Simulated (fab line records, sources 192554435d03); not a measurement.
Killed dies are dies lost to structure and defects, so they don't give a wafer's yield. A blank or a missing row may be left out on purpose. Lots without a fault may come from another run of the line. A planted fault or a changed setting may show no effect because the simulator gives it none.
A struck lot beside a sound one | flow n5_finfet | 36 steps out of a route of 1938
Sound: wafers L462.3, L462.4, L462.6. Struck: wafer L453.5. (L453.2, L453.6 of the same lot were not struck and are left out.) The cause comes at the end.
At each step with rows: each side's tool, then ch and its chambers, then its first start. Under that, the readings that differ: sound wafers | struck wafers | difference of the means | sigmas: that difference in standard deviations of wafers without a fault.
alike: readings whose means differ by less than 2 such deviations, and words and numbers that are the same on both sides. not compared: withheld readings, readings that some wafer has no value for, bounds like >300 that may hide the same value, and numbers for which the record gives no deviation and whose values overlap.
The two part at a step that has a row with sigmas, a row that says differs or no value, or rows on one side only. Numbers that don't overlap but have no deviation are shown without sigmas and don't part them. A reading that every wafer of one side lacks parts them only if that side has two wafers or more.

first, 9 steps without rows for these wafers: N5_BEOL_M11_ALD_74 (deposits TaN, target thk 2 nm, pulse time 2 s, purge time 3 s); N5_BEOL_M11_SURFACE_TREAT_76; N5_BEOL_M11_CVD_75 (deposits Co from CCTBA/H2, target thk 2 nm, time 138.9 s); N5_BEOL_M11_SPUTTER_48 (material Cu, target thk 12 nm, time 2 s); N5_BEOL_M11_ECD_50 (material Cu, target thk 318 nm); N5_BEOL_M11_ANNEAL_51 (time 90 s); N5_BEOL_M11_CMP_52 (polishes, stops on SiCOH lowk, t overpolish 7 s, target thk 140 nm); N5_BEOL_M11_PRE_CLEAN_55 (time 15 s); N5_BEOL_M11_DEP_56 (deposits SiCN from 3MS/NH3, target thk 30 nm, time 10.5 s).
N5_BEOL_M12_ILD_DEP_00: deposits SiOC from DEMS/O2, target thk 658.92 nm, time 130.7 s.
  sound on pecvd-02 ch 0,1, day 18 06:52; struck on pecvd-02 ch 1, day 14 18:40
  reading                                       | sound             | struck | difference | sigmas
  run_length_s (s)                              | 176.1 175.8 175.7 | 143.9  | -32.0      | -64
  model.SiOC_of_BEOL_M12_ILD_DEP_00.thk_nm (nm) | 658.6 666 666.6   | 492.2  | -171.5     |
  alike: heater_power_w, showerhead_plenum_p_Torr, showerhead_vpp_V, throttle_valve_pct
N5_BEOL_M12_THK_MEAS_01:
  sound on film_metro-01, day 18 07:00; struck on film_metro-01, day 14 18:49
  reading          | sound       | struck | difference | sigmas
  M12_ILD_THK (nm) | 658 666 666 | 492    | -171       | -23
then, 10 steps without rows for these wafers: N5_BEOL_M12_COAT_58 (time 60 s, resist thk 89 nm); N5_BEOL_M12_COAT_04 (resist thk 400 nm); N5_BEOL_M12_EBR_06; N5_BEOL_M12_SOFTBAKE_05 (time 60 s); N5_BEOL_M12_EXPOSE_07 (exposes mask V11); N5_BEOL_M12_PEB_08 (peb time 90 s); N5_BEOL_M12_DEVELOP_09 (develop time 45 s); N5_BEOL_M12_HARDBAKE_14 (time 120 s); N5_BEOL_M12_DESCUM_15 (chemistry O2, time 7.9 s); N5_BEOL_M12_ETCH_59 (etches BARC in N2/H2, target depth 89 nm, overetch 26.7 nm, time 67.9 s).
N5_BEOL_M12_VIA_ETCH_16: etches SiOC in C4F8/O2/Ar, target depth 724.8 nm.
  sound on rie_diel-05 ch 0,1,3, day 18 07:35; struck on rie_diel-03 ch 1, day 14 19:17
  reading                                    | sound             | struck | difference | sigmas
  throttle_valve_pct (%)                     | 24.58 24.17 24.16 | 23.84  | -0.46      | -2
  model.etch.depth_nm (nm)                   | 658.6 666.1 666.6 | 492.2  | -171.6     |
  model.coat_of_BEOL_M12_COAT_04.thk_nm (nm) | 124.2 121.8 121.6 | 172.2  | +49.7      |
  alike: drypump_motor_current_A, oes_product_au, rf_vpp_V, showerhead_plenum_p_Torr
N5_BEOL_M12_STRIP_63: strips in N2/H2.
  sound on plasma_asher-01 ch 0,1, day 18 07:48; struck on plasma_asher-01 ch 0, day 14 19:29
  reading                      | sound             | struck | difference | sigmas
  oes_product_au (a.u.)        | 0.691 0.701 0.693 | 0.709  | +0.014     | +3
  strip_time_to_endpoint_s (s) | 42.8 42.2 42.1    | 55.5   | +13.1      | +18
  alike: drypump_motor_current_A, heater_power_w
  not compared: rf_hours_counter_h
then, 12 steps without rows for these wafers: N5_BEOL_M12_STRIP_64 (strips in N2/H2); N5_BEOL_M12_STRIP_71 (strips in post etch residue remover, time 60 s); N5_BEOL_M12_SRD_72 (time 30 s, dry time 30 s); N5_BEOL_M12_COAT_65 (time 60 s, resist thk 300 nm); N5_BEOL_M12_COAT_66 (time 60 s, resist thk 110 nm); N5_BEOL_M12_COAT_22 (resist thk 300 nm); N5_BEOL_M12_EBR_24; N5_BEOL_M12_SOFTBAKE_23 (time 60 s); N5_BEOL_M12_EXPOSE_25 (exposes mask M12); N5_BEOL_M12_PEB_26 (peb time 90 s); N5_BEOL_M12_DEVELOP_27 (develop time 45 s); N5_BEOL_M12_HARDBAKE_32 (time 120 s).
N5_BEOL_M12_CMP_49: polishes, stops on SiOC, t overpolish 20.6 s, target thk 320 nm.
  sound on cmp-01 ch 0,1, day 18 10:38; struck on cmp-02 ch 3, day 15 00:17
  reading                                       | sound             | struck | difference | sigmas
  model.SiOC_of_BEOL_M12_ILD_DEP_00.thk_nm (nm) | 599.6 607.8 607.8 | 434.2  | -170.9     |
  alike: motor_current_A, retaining_ring_pressure_frac

WHERE THEY PART
First at N5_BEOL_M12_ILD_DEP_00; last, within this record, at N5_BEOL_M12_STRIP_63. Later steps at which nothing parts them and some readings are alike: N5_BEOL_M12_CMP_49.

WHY: what the simulator had put in
Process parameter drift: pecvd-02, from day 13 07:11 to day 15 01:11, at N5_BEOL_M12_ILD_DEP_00. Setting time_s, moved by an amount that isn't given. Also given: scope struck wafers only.
